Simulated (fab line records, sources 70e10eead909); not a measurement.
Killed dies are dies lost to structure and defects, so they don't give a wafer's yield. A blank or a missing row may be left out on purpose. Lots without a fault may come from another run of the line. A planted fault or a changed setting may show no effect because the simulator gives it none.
Chamber matching | flow nand_harc | NHARC_A_SGD_CUT_DEP_00 on pecvd-01: 3 sister chambers
The step deposits SiNx, target thk 50 nm. 6 wafers are shown with their chamber, then 10 later ones without.

WAFERS WITH THEIR CHAMBER
wafer  | chamber | heater_power_w (W)
L085.5 | 0       | 962
L085.2 | 2       | 606
L085.3 | 0       | 985
L085.6 | 2       | 620
L090.1 | 1       | 768
L090.5 | 1       | 804

WAFERS WITHOUT THEIR CHAMBER
wafer  | heater_power_w (W)
L090.6 | 609
L094.4 | 595
L094.5 | 987
L094.6 | 584
L096.1 | 880
L096.2 | 785
L096.3 | 661
L096.4 | 886
L096.5 | 680
L096.6 | 791

WHICH CHAMBER EACH WENT THROUGH
wafer  | from the rows above     | in truth
L090.6 | 2                       | 2
L094.4 | 2                       | 2
L094.5 | 0                       | 0
L094.6 | 2                       | 2
L096.1 | can't be placed: 0 or 1 | 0
L096.2 | 1                       | 1
L096.3 | 2                       | 2
L096.4 | can't be placed: 0 or 1 | 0
L096.5 | 2                       | 2
L096.6 | 1                       | 1
Placed correctly: 8 of 10. Can't be placed from these rows: 2 (the true chamber is among the candidates in 2). Placed wrongly: 0.
How it was worked out, from the rows above alone: a wafer's distance from a chamber is the root of the sum, over the readings, of the square of ((its reading less the chamber's mean) divided by the reading's scatter). The wafer belongs to the nearest chamber; if the next one is less than 2 further off, it can't be placed. A chamber's mean is the mean of its shown wafers. The scatter: the root of (the sum of the squares of (reading less its chamber's mean) over the shown wafers, divided by (wafers less chambers)).
